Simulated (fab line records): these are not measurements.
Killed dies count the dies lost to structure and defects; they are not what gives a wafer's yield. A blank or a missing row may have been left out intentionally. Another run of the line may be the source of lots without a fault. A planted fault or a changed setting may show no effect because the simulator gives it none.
Split-lot trial / flow n5Finfet / on a route of 1938 steps: 7 lots, 21 wafers read

THE SPLIT
At N5_FIN_SAQP_ALD_61 (deposits SiO2, target thk 4 nm, pulse time 1 s, purge time 2 s), the setting tempC was moved away from the recipe's 300 C on 9 of the 21 wafers read, by -3.4% to +2.7%. For the rest of the wafers, this setting stayed at what the recipe calls for.

The reading is taken at the split's own step.

THE READING
SiO2_of_FIN_SAQP_ALD_61.thkNm (the simulator's own value, which no gauge read), in nm, at N5_FIN_SAQP_ALD_61 (deposits SiO2, target thk 4 nm, pulse time 1 s, purge time 2 s). The file gives no usual value for it. Here, 12 wafers ran the recipe; their average is 3.989 nm with a standard deviation of 0.02 nm.

wafer=L075.2; tool, chamber at the split=aldSin-03, 1; tempC as run, C=296.3; against the recipe=-1.2%; SiO2_of_FIN_SAQP_ALD_61.thkNm, nm=4.063; against lot-mates on the recipe=+0.049
wafer=L075.3; tool, chamber at the split=aldSin-03, 3; tempC as run, C=300; against the recipe=recipe; SiO2_of_FIN_SAQP_ALD_61.thkNm, nm=4.01; against lot-mates on the recipe=-
wafer=L075.6; tool, chamber at the split=aldSin-03, 1; tempC as run, C=300; against the recipe=recipe; SiO2_of_FIN_SAQP_ALD_61.thkNm, nm=4.017; against lot-mates on the recipe=-
wafer=L083.1; tool, chamber at the split=aldSin-03, 0; tempC as run, C=300; against the recipe=recipe; SiO2_of_FIN_SAQP_ALD_61.thkNm, nm=4.001; against lot-mates on the recipe=-
wafer=L083.4; tool, chamber at the split=aldSin-03, 1; tempC as run, C=305.7; against the recipe=+1.9%; SiO2_of_FIN_SAQP_ALD_61.thkNm, nm=3.98; against lot-mates on the recipe=-0.021
wafer=L083.5; tool, chamber at the split=aldSin-03, 3; tempC as run, C=305.7; against the recipe=+1.9%; SiO2_of_FIN_SAQP_ALD_61.thkNm, nm=3.965; against lot-mates on the recipe=-0.036
wafer=L086.3; tool, chamber at the split=aldSin-02, 2; tempC as run, C=308; against the recipe=+2.7%; SiO2_of_FIN_SAQP_ALD_61.thkNm, nm=3.91; against lot-mates on the recipe=no lot-mate on the recipe
wafer=L086.5; tool, chamber at the split=aldSin-02, 1; tempC as run, C=308; against the recipe=+2.7%; SiO2_of_FIN_SAQP_ALD_61.thkNm, nm=3.934; against lot-mates on the recipe=no lot-mate on the recipe
wafer=L086.6; tool, chamber at the split=aldSin-02, 0; tempC as run, C=308; against the recipe=+2.7%; SiO2_of_FIN_SAQP_ALD_61.thkNm, nm=3.955; against lot-mates on the recipe=no lot-mate on the recipe
wafer=L087.2; tool, chamber at the split=aldSin-03, 1; tempC as run, C=300; against the recipe=recipe; SiO2_of_FIN_SAQP_ALD_61.thkNm, nm=4.002; against lot-mates on the recipe=-
wafer=L087.3; tool, chamber at the split=aldSin-03, 2; tempC as run, C=292.4; against the recipe=-2.5%; SiO2_of_FIN_SAQP_ALD_61.thkNm, nm=4.074; against lot-mates on the recipe=+0.101
wafer=L087.6; tool, chamber at the split=aldSin-03, 0; tempC as run, C=300; against the recipe=recipe; SiO2_of_FIN_SAQP_ALD_61.thkNm, nm=3.943; against lot-mates on the recipe=-
wafer=L091.2; tool, chamber at the split=aldSin-02, 2; tempC as run, C=300; against the recipe=recipe; SiO2_of_FIN_SAQP_ALD_61.thkNm, nm=3.965; against lot-mates on the recipe=-
wafer=L091.3; tool, chamber at the split=aldSin-02, 1; tempC as run, C=293.3; against the recipe=-2.2%; SiO2_of_FIN_SAQP_ALD_61.thkNm, nm=4.102; against lot-mates on the recipe=+0.131
wafer=L091.5; tool, chamber at the split=aldSin-02, 2; tempC as run, C=300; against the recipe=recipe; SiO2_of_FIN_SAQP_ALD_61.thkNm, nm=3.977; against lot-mates on the recipe=-
wafer=L093.2; tool, chamber at the split=aldSin-02, 1; tempC as run, C=289.9; against the recipe=-3.4%; SiO2_of_FIN_SAQP_ALD_61.thkNm, nm=4.146; against lot-mates on the recipe=+0.149
wafer=L093.5; tool, chamber at the split=aldSin-02, 2; tempC as run, C=300; against the recipe=recipe; SiO2_of_FIN_SAQP_ALD_61.thkNm, nm=3.993; against lot-mates on the recipe=-
wafer=L093.6; tool, chamber at the split=aldSin-02, 1; tempC as run, C=300; against the recipe=recipe; SiO2_of_FIN_SAQP_ALD_61.thkNm, nm=4; against lot-mates on the recipe=-
wafer=L095.2; tool, chamber at the split=aldSin-03, 1; tempC as run, C=300; against the recipe=recipe; SiO2_of_FIN_SAQP_ALD_61.thkNm, nm=3.989; against lot-mates on the recipe=-
wafer=L095.3; tool, chamber at the split=aldSin-03, 2; tempC as run, C=300; against the recipe=recipe; SiO2_of_FIN_SAQP_ALD_61.thkNm, nm=3.993; against lot-mates on the recipe=-
wafer=L095.6; tool, chamber at the split=aldSin-03, 2; tempC as run, C=300; against the recipe=recipe; SiO2_of_FIN_SAQP_ALD_61.thkNm, nm=3.973; against lot-mates on the recipe=-

FIT RESULTS
A straight line over all 21 wafers: SiO2_of_FIN_SAQP_ALD_61.thkNm changes by -0.0309 nm for each +1% of tempC; r = -0.89; the points scatter about the line by 0.027 nm.
The same after taking each lot's own level away (the mean of its wafers on the recipe; 18 wafers): -0.0372 nm for each +1%; r = -0.92; scatter 0.021 nm.
Per that fit: largest tempC move, reading shift of 0.13 nm.
The span of the lots' own levels, 3.9710 to 4.0135 nm, comes to 2.1 times the standard deviation stated above.
So the slope is not independent of the lot-to-lot level: the two fits are not the same.
Check: +0.126 nm against its lot-mates is what the line predicts for one of the wafers moved furthest among these (-3.4%) when that wafer is left out of the fit. It came out at +0.149 nm against them.

FURTHER SPLITS ON THESE WAFERS
Before the reading, these wafers also passed through other splits. Each is held against what the fit with the lots' levels taken away leaves over:
other split on the same wafers=N5_WELL_APT_EXPOSE_05 doseMj; wafers away from the commonest value=8; r with SiO2_of_FIN_SAQP_ALD_61.thkNm (lot level and that fit taken away)=+0.00
other split on the same wafers=N5_WELL_APT_DEVELOP_07 developTimeS; wafers away from the commonest value=8; r with SiO2_of_FIN_SAQP_ALD_61.thkNm (lot level and that fit taken away)=+0.04

FILE'S OWN FIT
SiO2_of_FIN_SAQP_ALD_61.thkNm changes by -0.0419 nm for each +1% of tempC, r = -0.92.
